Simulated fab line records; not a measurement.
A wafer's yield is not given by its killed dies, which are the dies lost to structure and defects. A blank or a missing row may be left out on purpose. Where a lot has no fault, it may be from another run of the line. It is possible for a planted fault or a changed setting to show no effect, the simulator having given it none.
fab line records -- flow n5_finfet
record: lots: 4, wafers: 12, last_day: 18
route steps=1938 shown BEOL_M10@1530 BEOL_M11@1536
lots that met no fault: taken from a fault-free run of the same line
start_h: the number of hours between the record's first day and the start of the first shown wafer of the lot -- wait_h: time in hours since the lot's previous step -- " repeats the value in the row above -- L1.1+2: several wafers, shown together as one row -- - no value, or no start was given -- * or withheld: withheld -- < > ~ a bound
route shown NAME@n: names a module that has steps shown in the file, with the first one's number in the route -- usual: mean/standard deviation of fault-free wafers -- same: alike in all rows -- chamber/n: place in a boat -- sites: readings site by site -- _std_site: standard deviation of those values -- _edge_site: the outer-site mean with the inner-site mean subtracted -- radius_mm: for every site, how far away it sits from the centre of the wafer -- mask NAME#n: copy n -- behind: the most recent tool/chamber to have shaped the wafer -- hold: reason for holding the lot/hours on hold/outcome of the hold -- device: whichever transistor did not switch (one of n, p or np) -- end of line: at the end of the route, the tests of the same wafers -- a step with no rows: only its recipe -- killed: dies lost to structure and defects at the first sort, not the wafer's yield -- map: shows each die of a wafer: x if killed, . if not, _ if none is there
set.NAME: the setting that was run; set.NAME@STEP: the one run at that earlier step -- model.NAME: the simulator's own value behind a step, which no gauge read
lots seen at some steps along the route; tables by step, rows by wafer
services: from which hour (start_h, from the record's first day; less than 0 if before it) a tool's chamber was out of use, for how many hours, and why
== steps ==
step: N5_BEOL_M10_CMP_52
recipe: stop_on: SiCOH_lowk, t_overpolish_s: 7, down_force_psi: 1, platen_rpm: 50, clearing_platen_down_force_psi: 1.5, clearing_platen_rpm: 50, post_cmp_clean: cu_alkaline, target_thk_nm: 140, clearing_platen_pad_velocity_m_s: 0.99484, pad_velocity_m_s: 0.99484
step: N5_BEOL_M10_PRE_CLEAN_55
recipe: gas: NH3, time_s: 15, temp_c: withheld, rf_power_w: 300
step: N5_BEOL_M10_DEP_56
recipe: material: SiCN, target_thk_a: 150, temp_c: withheld, precursor: 3MS/NH3, pressure_torr: 3, rf_w: 202, time_s: 26.5
step: N5_BEOL_M11_ILD_DEP_00
recipe: material: SiCOH_lowk, target_thk_a: 3085.1, temp_c: 300, precursor: DEMS/porogen, pressure_torr: 5, rf_w: 500, time_s: 58
step: N5_BEOL_M11_CURE_71
recipe: temp_c: 385, time_s: 240, ambient: He/Ar, material: SiCOH_lowk
step: N5_BEOL_M11_PECVD_70
recipe: material: SiO2, target_thk_a: 200, temp_c: 400, precursor: TEOS/O2, pressure_torr: 5.5, rf_w: 450, teos_flow_sccm: 53.8, gas: O2, flow_sccm: 3000, time_s: 22.7
step: N5_BEOL_M11_HM_DEP_02
recipe: material: TiN, target_thk_a: 200, temp_c: 25, chamber_pressure_pa: 0.49996
step: N5_BEOL_M11_COAT_59
recipe: resist: SOC, temp_c: 250, time_s: 60, spin_rpm: 1500, resist_thk_nm: 100
step: N5_BEOL_M11_COAT_60
recipe: resist: SiARC, temp_c: 220, time_s: 60, spin_rpm: 1500, resist_thk_nm: 30
usual: plate_temp_C: 220.02/0.15, spin_speed_rpm: 1500.0/0.95
lot.wafer,tool,chamber,start_h,wait_h,plate_temp_C,spin_speed_rpm,model.SiARC_of_BEOL_M11_COAT_60.thk_nm
L972.1,litho_track-01,0,292.08,-,220.17,1499.8,30.2
L972.2,litho_track-01,0,292.08,-,220.09,1500.4,30
L972.4,litho_track-01,0,292.08,-,220.02,1501.3,30
L973.1,litho_track-02,0,292.28,-,220.01,1412.4,31
L973.3,litho_track-02,0,292.28,-,219.93,1413.1,31
L973.6,litho_track-02,0,292.28,-,219.82,1413.3,31
L976.4,litho_track-02,0,313.65,-,220.12,1412.9,30.8
L976.5,litho_track-02,0,313.65,-,220.40,1411.5,31
L976.6,litho_track-02,0,313.65,-,219.94,1413.1,30.8
L988.2,litho_track-02,0,382.11,-,220.03,1499.2,30
L988.4,litho_track-02,0,382.11,-,219.96,1500.4,29.8
L988.5,litho_track-02,0,382.11,-,219.91,1499.6,30
step: N5_BEOL_M11_COAT_05
recipe: resist: CAR-ArF, spin_rpm: 1500, resist_thk_nm: 90
step: N5_BEOL_M11_EBR_07
recipe: solvent: PGMEA, ebr_width_mm: 1.5
step: N5_BEOL_M11_SOFTBAKE_06
recipe: temp_c: 110, time_s: 60, resist: CAR-ArF
step: N5_BEOL_M11_EXPOSE_08
recipe: mask_id: M11, na: 1.35, source_shape: dipole, sigma_inner: 0.411, sigma_outer: 0.611, polarization: te, dose_mj: 53.75
step: N5_BEOL_M11_PEB_09
recipe: peb_temp_c: withheld, peb_time_s: 60, resist: CAR-ArF
step: N5_BEOL_M11_DEVELOP_10
recipe: develop_time_s: 30, developer: TMAH, resist: CAR-ArF, rinse_liquid: diw, dry: air_spin, dev_temp_c: 23
step: N5_BEOL_M11_DESCUM_16
recipe: chemistry: O2, time_s: 7.9, source_power_w: 50, bias_power_w: 20, pressure_mtorr: 20, rf_frequency_hz: 2.712e+07, temp_c: 40, resist: CAR-ArF, o2_flow_sccm: 225
step: N5_BEOL_M11_ETCH_61
recipe: chemistry: CF4, target: SiARC, target_depth_a: 390, mask_material: CAR-ArF, time_s: 65, ion_energy_ev: 80, pressure_mtorr: 40, source_w: 545, bias_w: 36, Ar_flow_sccm: 100, cf4_flow_sccm: 100, ends: cleared
usual: drypump_motor_current_A: 5.5/0.39, etch_rf_on_time_s: 64.7/1.1, oes_product_au: 0.68/0.066, rf_vpp_V: 184.2/1.1, showerhead_plenum_p_Torr: 2.14/0.053, throttle_valve_pct: 15.59/0.22
lot.wafer,tool,chamber,start_h,wait_h,drypump_motor_current_A,etch_rf_on_time_s,oes_product_au,rf_hours_counter_h,rf_vpp_V,showerhead_plenum_p_Torr,throttle_valve_pct,model.etch.depth_nm,model.CAR-ArF_of_BEOL_M11_COAT_05.thk_nm
L972.1,rie_diel-06,2,292.57,0.0,5.8,64.0,0.65,139,183.9,2.15,15.75,30.15,55.8
L972.2,rie_diel-06,3,292.57,0.0,5.2,63.7,0.78,28,185.9,2.09,15.53,30.05,55.8
L972.4,rie_diel-06,1,292.57,0.0,5.7,66.2,0.75,34,186.0,2.27,15.41,30.08,55.8
L973.1,rie_diel-05,1,292.77,0.0,4.9,67.1,0.71,89,182.8,2.08,15.40,30.92,54.6
L973.3,rie_diel-05,3,292.77,0.0,5.4,68.7,0.62,156,184.1,2.14,15.44,30.95,54.8
L973.6,rie_diel-05,1,292.77,0.0,4.9,66.5,0.72,-,183.8,2.08,15.40,30.95,54.6
L976.4,rie_diel-03,2,314.14,0.0,5.8,67.8,0.59,222,185.5,2.20,15.52,30.84,54.4
L976.5,rie_diel-03,1,314.14,0.0,5.1,66.5,0.67,-,183.9,2.15,15.47,30.92,54.4
L976.6,rie_diel-03,2,314.14,0.0,5.8,67.4,0.58,-,184.1,2.21,15.55,30.89,54.6
L988.2,rie_diel-03,2,382.60,0.0,5.8,66.4,0.57,243,185.1,2.20,15.57,29.94,55.8
L988.4,rie_diel-03,0,382.60,0.0,6.2,63.0,0.71,66,182.8,2.09,15.37,29.84,55.6
L988.5,rie_diel-03,3,382.60,0.0,5.4,64.3,0.61,-,185.0,2.12,15.98,29.96,55.6
step: N5_BEOL_M11_ETCH_62
recipe: chemistry: N2/H2, target: SOC, target_depth_a: 1100, overetch_a: 220, mask_material: SiARC, temp_c: 40, time_s: 165, ion_energy_ev: 200, pressure_mtorr: 30, source_w: 840, bias_w: 150, n2_flow_sccm: 200, h2_flow_sccm: 200
usual: drypump_motor_current_A: 5.5/0.39, h2_flow_sccm: 200.0/0.55, oes_product_au: 0.67/0.062, rf_vpp_V: 524.0/2, showerhead_plenum_p_Torr: 2.54/0.063, throttle_valve_pct: 17.78/0.23
lot.wafer,tool,chamber,start_h,wait_h,drypump_motor_current_A,h2_flow_sccm,oes_product_au,rf_hours_counter_h,rf_vpp_V,showerhead_plenum_p_Torr,throttle_valve_pct,model.SiARC_of_BEOL_M11_COAT_60.thk_nm
L972.1,rie_diel-06,2,292.62,0.0,5.8,200.7,0.63,139,523.5,2.55,17.93,23.6
L972.2,rie_diel-06,3,292.62,0.0,5.2,198.5,0.77,28,522.4,2.48,17.70,23.4
L972.4,rie_diel-06,1,292.62,0.0,5.7,200.0,0.75,34,529.2,2.70,17.67,23.6
L973.1,rie_diel-05,1,292.82,0.0,4.9,199.7,0.71,89,521.0,2.46,17.58,24.4
L973.3,rie_diel-05,3,292.82,0.0,5.4,201.2,0.64,156,524.2,2.54,17.58,24.6
L973.6,rie_diel-05,1,292.82,0.0,4.9,200.2,0.70,-,520.6,2.46,17.57,24.4
L976.4,rie_diel-03,2,314.19,0.0,5.8,199.8,0.58,222,525.8,2.61,17.61,24.6
L976.5,rie_diel-03,1,314.19,0.0,5.1,199.5,0.66,-,523.8,2.55,17.67,24.4
L976.6,rie_diel-03,2,314.19,0.0,5.8,198.8,0.58,-,527.0,2.60,17.62,24.6
L988.2,rie_diel-03,2,382.65,0.0,5.7,200.3,0.57,243,525.1,2.60,17.65,23.6
L988.4,rie_diel-03,0,382.65,0.0,6.2,199.6,0.70,66,522.3,2.47,17.59,23.2
L988.5,rie_diel-03,3,382.65,0.0,5.4,199.5,0.60,-,523.4,2.52,18.21,23.4
step: N5_BEOL_M11_STRIP_68
recipe: chemistry: N2/H2, temp_c: 40, n2_flow_sccm: 200, h2_flow_sccm: 200, rf_frequency_hz: 6e+07
== services ==
tool,chamber,start_h,hours,kind
rie_diel-03,0,268.47,1.5,repair
rie_diel-05,0,280.12,21.8,repair
rie_diel-05,0,314.89,-,clean
rie_diel-05,0,314.89,-,consumable_replace:focus_ring
rie_diel-05,0,314.89,23.4,scheduled_down
rie_diel-05,0,314.89,23.4,vent_cycle
rie_diel-06,2,329.05,5.4,repair
rie_diel-06,0,337.33,-,clean
rie_diel-06,0,337.33,-,consumable_replace:focus_ring
rie_diel-06,0,337.33,17.5,scheduled_down
rie_diel-06,0,337.33,17.5,vent_cycle
rie_diel-05,2,354.62,15.6,repair
== key ==
first_sign: step: N5_BEOL_M11_COAT_60, reading: spin_speed_rpm, direction: down, sigmas: 92, usual: *, struck: *
effect none on later readings
model_effect: step: N5_BEOL_M11_COAT_60, value: SiARC_of_BEOL_M11_COAT_60.thk_nm, without: 30, struck: 30.93
model_effect: step: N5_BEOL_M11_ETCH_61, value: etch.depth_nm, without: 30, struck: 30.91
model_effect: step: N5_BEOL_M11_ETCH_62, value: SiARC_of_BEOL_M11_COAT_60.thk_nm, without: 23.57, struck: 24.5
met_at N5_BEOL_M11_COAT_60
struck_wafers L973.1,L973.3,L973.6,L976.4,L976.5,L976.6
fault: kind: process_parameter_drift, tool: litho_track-02, chamber: -, onset_h: 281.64, steps: N5_BEOL_M11_COAT_60, channel: spin_rpm, offset: *, shape: step, end_h: 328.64, acts_in: *, stated: *
